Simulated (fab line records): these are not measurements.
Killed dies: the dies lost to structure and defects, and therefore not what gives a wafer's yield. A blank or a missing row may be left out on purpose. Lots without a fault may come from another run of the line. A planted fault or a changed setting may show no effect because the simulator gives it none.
Which tool was responsible? + flow n5-finfet + Sampling: 10 lots, 28 wafers, 6 of 1938 route steps

## WHAT EACH GAUGE READ, for each wafer
N5_BEOL_M2_THK_MEAS_01. Usual: M2_ILD_THK gives 79.5 nm (standard deviation 1).
| lot  | measured     | on            | M2_ILD_THK (nm) | flag |
|------|--------------|---------------|-----------------|------|
| L459 | day 6 13:52  | film-metro-01 | 78.9 79.3 79.5  |      |
| L461 | day 7 07:12  | film-metro-01 | 77.7 80.0 79.1  |      |
| L464 | day 7 20:03  | film-metro-01 | 79.5 79.8 79.5  |      |
| L463 | day 7 23:13  | film-metro-02 | 80.2 79.5 81.0  |      |
| L467 | day 8 13:39  | film-metro-01 | 79.5 79.4 81.1  |      |
| L469 | day 9 02:16  | film-metro-01 | 79.4 80.0 80.8  |      |
| L472 | day 10 09:52 | film-metro-02 | 78.7 79.0 78.9  |      |
| L479 | day 11 18:16 | film-metro-01 | 78.8 103.5      | OFF  |
| L482 | day 12 03:20 | film-metro-02 | 80.7 79.4 104.2 | OFF  |
| L481 | day 12 06:10 | film-metro-01 | 80.0 104.1      | OFF  |

N5_BEOL_M2_OVL_MEAS_12. Usual: M2_OVL gives -0.6 nm (standard deviation 0.72).
| lot  | measured     | on         | M2_OVL (nm)    | flag |
|------|--------------|------------|----------------|------|
| L459 | day 6 15:33  | overlay-02 | -2.1 -0.4 -1.1 |      |
| L461 | day 7 07:56  | overlay-02 | -0.6 -0.7 -1.1 |      |
| L464 | day 7 20:36  | overlay-01 | -0.4 -0.5 0.2  |      |
| L463 | day 7 23:51  | overlay-01 | -1.4 -0.8 -0.8 |      |
| L467 | day 8 14:44  | overlay-02 | -0.9 -0.4 0.1  |      |
| L469 | day 9 06:31  | overlay-01 | -1.0 -0.3 -0.8 |      |
| L472 | day 10 10:47 | overlay-02 | -1.6 -1.8 -0.8 |      |
| L479 | day 11 21:00 | overlay-01 | -1.6 -0.5      |      |
| L482 | day 12 07:10 | overlay-02 | -0.5 -0.5 -1.5 |      |
| L481 | day 12 07:38 | overlay-01 | -0.7 -2.4      |      |

N5_BEOL_M4_RC_MEAS_101. Usual: DIBL_N 35.8 mV/V, standard deviation 1.6; DIBL_P 36.0 mV/V, standard deviation 1.9; IOFF_N 0.151 nA/um, standard deviation 0.029; IOFF_P 0.21 nA/um, standard deviation 0.037; ION_N 673 uA/um, standard deviation 12; ION_P 463 uA/um, standard deviation 7.3; SS_N 71.5 mV/dec, standard deviation 0.58; SS_P 73.2 mV/dec, standard deviation 0.61; VT_N 251 mV, standard deviation 3.3; VT_P -250 mV, standard deviation 3.3.
| lot  | measured     | on        | DIBL_N (mV/V)  | DIBL_P (mV/V)  | IOFF_N (nA/um)    | IOFF_P (nA/um) | ION_N (uA/um) | ION_P (uA/um) | SS_N (mV/dec)  | SS_P (mV/dec)  | VT_N (mV)   | VT_P (mV)      | flag |
|------|--------------|-----------|----------------|----------------|-------------------|----------------|---------------|---------------|----------------|----------------|-------------|----------------|------|
| L459 | day 7 18:14  | prober-02 | 35.4 36.9 38.8 | 34.9 35.9 37.9 | 0.115 0.139 0.175 | 0.18 0.19 0.23 | 662 667 679   | 461 463 462   | 70.7 71.1 72.4 | 72.2 72.0 73.5 | 256 254 250 | -253 -251 -250 |      |
| L461 | day 8 18:42  | prober-01 | 36.8 35.3 34.1 | 36.7 34.5 33.3 | 0.151 0.128 0.108 | 0.20 0.17 0.15 | 668 657 652   | 456 457 452   | 72.1 71.0 71.1 | 73.5 72.6 72.0 | 253 254 257 | -252 -253 -253 |      |
| L464 | day 9 14:28  | prober-01 | 34.5 35.4 36.9 | 34.6 34.6 37.2 | 0.125 0.136 0.161 | 0.16 0.17 0.20 | 674 672 676   | 456 459 455   | 70.6 71.2 71.5 | 73.4 72.7 73.4 | 254 253 252 | -256 -255 -249 |      |
| L463 | day 9 16:43  | prober-02 | 37.3 38.8 37.0 | 36.7 38.8 36.2 | 0.142 0.179 0.137 | 0.21 0.25 0.20 | 666 688 660   | 465 468 461   | 71.2 72.3 71.1 | 72.9 73.8 72.8 | 252 249 255 | -248 -248 -251 |      |
| L467 | day 9 18:19  | prober-01 | 34.8 35.8 34.7 | 32.8 35.3 34.9 | 0.112 0.133 0.124 | 0.14 0.17 0.18 | 664 668 657   | 453 461 453   | 71.5 71.8 71.6 | 72.6 73.1 72.9 | 255 252 251 | -257 -252 -252 |      |
| L469 | day 10 23:20 | prober-02 | 35.1 32.7 35.1 | 36.2 34.1 37.4 | 0.152 0.119 0.175 | 0.22 0.19 0.25 | 666 669 691   | 462 465 475   | 72.1 70.8 71.3 | 72.9 73.1 73.8 | 254 252 247 | -247 -248 -247 |      |
| L472 | day 11 17:49 | prober-02 | 35.3 34.6 37.0 | 37.5 36.7 39.5 | 0.143 0.137 0.182 | 0.23 0.21 0.26 | 660 670 686   | 466 467 472   | 70.9 71.1 72.6 | 73.9 72.3 73.8 | 253 250 250 | -247 -250 -247 |      |
| L479 | day 13 11:02 | prober-01 | 38.7 34.6      | 39.7 37.3      | 0.234 0.162       | 0.26 0.22      | 708 687       | 469 470       | 72.9 72.3      | 74.2 73.6      | 244 246     | -247 -254      |      |
| L482 | day 14 02:34 | prober-01 | 34.7 35.3 34.8 | 35.1 36.0 35.4 | 0.136 0.142 0.128 | 0.19 0.21 0.20 | 671 664 660   | 457 459 456   | 70.9 71.9 71.4 | 72.2 73.1 72.6 | 252 252 254 | -252 -251 -253 |      |
| L481 | day 14 02:31 | prober-02 | 35.4 36.8      | 35.1 37.2      | 0.135 0.166       | 0.19 0.22      | 671 679       | 456 461       | 71.2 71.5      | 72.6 73.7      | 250 250     | -253 -249      |      |

## WHICH TOOL RAN EACH LOT (tool, then ch and the chambers of the sampled wafers, then the start)
| lot  | N5_BEOL_M1_SPUTTER_48        | N5_BEOL_M1_DEP_57               | N5_BEOL_M2_ILD_DEP_00          |
|------|------------------------------|---------------------------------|--------------------------------|
| L459 | pvd-sputter-03, day 6 10:31  | pecvd-01 ch 0,1, day 6 13:41    | pecvd-04 ch 0,1, day 6 13:49   |
| L461 | pvd-sputter-03, day 7 04:16  | pecvd-03 ch 0,1,2, day 7 07:00  | pecvd-04 ch 0,1,2, day 7 07:08 |
| L464 | pvd-sputter-03, day 7 17:06  | pecvd-01 ch 0,1,2, day 7 19:50  | pecvd-03 ch 0,2, day 7 19:58   |
| L463 | pvd-sputter-03, day 7 20:16  | pecvd-03 ch 0,2, day 7 23:01    | pecvd-03 ch 0,2, day 7 23:08   |
| L467 | pvd-sputter-01, day 8 10:43  | pecvd-02 ch 0,1,2, day 8 13:28  | pecvd-03 ch 0,1,2, day 8 13:35 |
| L469 | pvd-sputter-01, day 8 23:01  | pecvd-02 ch 0,1,2, day 9 02:05  | pecvd-03 ch 0,1,2, day 9 02:13 |
| L472 | pvd-sputter-02, day 10 06:38 | pecvd-01 ch 0,1,2, day 10 09:39 | pecvd-04 ch 0,1, day 10 09:47  |
| L479 | pvd-sputter-01, day 11 15:14 | pecvd-01 ch 0, day 11 18:04     | pecvd-03 ch 0, day 11 18:12    |
| L482 | pvd-sputter-01, day 12 00:24 | pecvd-01 ch 0,1, day 12 03:08   | pecvd-03 ch 1,2, day 12 03:16  |
| L481 | pvd-sputter-03, day 12 03:10 | pecvd-01 ch 1, day 12 05:58     | pecvd-03 ch 1,2, day 12 06:05  |
- N5_BEOL_M1_SPUTTER_48: material Cu, target thk 4.5 nm, time 8.29 s.
- N5_BEOL_M1_DEP_57: deposits SiCN from 3MS/NH3, target thk 8 nm, time 14 s.
- N5_BEOL_M2_ILD_DEP_00: deposits SiOC from DEMS/O2, target thk 79 nm, time 15.3 s.

## WHAT THE TOOLS THEMSELVES READ (means of the sampled wafers that have a number; where no wafer has one, the mark that the record gives instead)
N5_BEOL_M1_SPUTTER_48. Usual: chuck-sensor-temp-C -15.94 C, standard deviation 0.26; susceptor-temp-C -19.99 C, standard deviation 0.11; throttle-valve-pct 29.9 %, standard deviation 1.1.
| lot  | tool           | chuck-sensor-temp-C (C) | susceptor-temp-C (C) | throttle-valve-pct (%) | flag |
|------|----------------|-------------------------|----------------------|------------------------|------|
| L459 | pvd-sputter-03 | -15.84                  | -20.06               | 29.4                   |      |
| L461 | pvd-sputter-03 | -15.83                  | -19.93               | 29.6                   |      |
| L464 | pvd-sputter-03 | -15.93                  | -19.91               | 28.9                   |      |
| L463 | pvd-sputter-03 | -15.80                  | -19.93               | 29.7                   |      |
| L467 | pvd-sputter-01 | -16.05                  | -19.91               | 30.7                   |      |
| L469 | pvd-sputter-01 | -15.97                  | -19.98               | 30.6                   |      |
| L472 | pvd-sputter-02 | -16.29                  | -20.14               | 31.4                   |      |
| L479 | pvd-sputter-01 | -15.82                  | -20.04               | 29.9                   |      |
| L482 | pvd-sputter-01 | -16.07                  | -19.94               | 29.6                   |      |
| L481 | pvd-sputter-03 | -15.88                  | -20.12               | 30.0                   |      |

N5_BEOL_M1_DEP_57. Usual: showerhead-plenum-p-Torr 3.672 Torr, standard deviation 0.014; throttle-valve-pct 8.9 %, standard deviation 0.46.
| lot  | tool     | showerhead-plenum-p-Torr (Torr) | throttle-valve-pct (%) | flag |
|------|----------|---------------------------------|------------------------|------|
| L459 | pecvd-01 | 3.678                           | 8.8                    |      |
| L461 | pecvd-03 | 3.667                           | 9.2                    |      |
| L464 | pecvd-01 | 3.681                           | 8.5                    |      |
| L463 | pecvd-03 | 3.668                           | 8.8                    |      |
| L467 | pecvd-02 | 3.669                           | 8.7                    |      |
| L469 | pecvd-02 | 3.670                           | 8.8                    |      |
| L472 | pecvd-01 | 3.684                           | 8.8                    |      |
| L479 | pecvd-01 | 3.678                           | 8.6                    |      |
| L482 | pecvd-01 | 3.679                           | 9.1                    |      |
| L481 | pecvd-01 | 3.671                           | 9.1                    |      |

N5_BEOL_M2_ILD_DEP_00. Usual: heater-power-outer-w 256 W, standard deviation 56; heater-power-w 466 W, standard deviation 67; showerhead-plenum-p-Torr 5.694 Torr, standard deviation 0.014; susceptor-temp-C 349.99 C, standard deviation 0.21; throttle-valve-pct 11.9 %, standard deviation 0.51.
| lot  | tool     | heater-power-outer-w (W) | heater-power-w (W) | showerhead-plenum-p-Torr (Torr) | susceptor-temp-C (C) | throttle-valve-pct (%) | flag |
|------|----------|--------------------------|--------------------|---------------------------------|----------------------|------------------------|------|
| L459 | pecvd-04 | 288                      | 494                | 5.685                           | 349.94               | 11.9                   |      |
| L461 | pecvd-04 | 273                      | 469                | 5.690                           | 349.86               | 12.0                   |      |
| L464 | pecvd-03 | 217                      | 441                | 5.706                           | 350.07               | 11.8                   |      |
| L463 | pecvd-03 | 219                      | 430                | 5.709                           | 349.77               | 11.8                   |      |
| L467 | pecvd-03 | 240                      | 456                | 5.693                           | 350.10               | 12.2                   |      |
| L469 | pecvd-03 | 235                      | 451                | 5.695                           | 350.06               | 12.1                   |      |
| L472 | pecvd-04 | 314                      | 527                | 5.691                           | 349.93               | 11.4                   |      |
| L479 | pecvd-03 | 254                      | 478                | 5.681                           | 350.21               | 11.4                   |      |
| L482 | pecvd-03 | 219                      | 430                | 5.693                           | 349.71               | 12.4                   |      |
| L481 | pecvd-03 | 184                      | 380                | 5.707                           | 350.00               | 12.5                   |      |

## THE ANSWER, worked out from the rows above alone
Rule: lot off if the mean of its wafers having a number is beyond 3 standard deviations from the usual mean. Also off: a lot with no number at a reading for which 4 or more lots have one. The other lots that the step has rows for count as sound. First the gauges in route order, then the tools' own readings, where a lot's mean is used as printed above. At the first step where some lot is off, the reading lying furthest off is the one used; lots without a number count as furthest.
Off: L479, L482, L481, at N5_BEOL_M2_THK_MEAS_01 (M2_ILD_THK).
A tool fits if, at a process step before that reading, it ran every lot that is off, and no sound lot after the first of them. Those tools and the gauges at N5_BEOL_M2_THK_MEAS_01 are tried in the same way. 2 tools fit, pecvd-01 at N5_BEOL_M1_DEP_57 and pecvd-03 at N5_BEOL_M2_ILD_DEP_00, so this cannot tell which one it is.

## WHAT THE SIMULATOR HAD INSERTED
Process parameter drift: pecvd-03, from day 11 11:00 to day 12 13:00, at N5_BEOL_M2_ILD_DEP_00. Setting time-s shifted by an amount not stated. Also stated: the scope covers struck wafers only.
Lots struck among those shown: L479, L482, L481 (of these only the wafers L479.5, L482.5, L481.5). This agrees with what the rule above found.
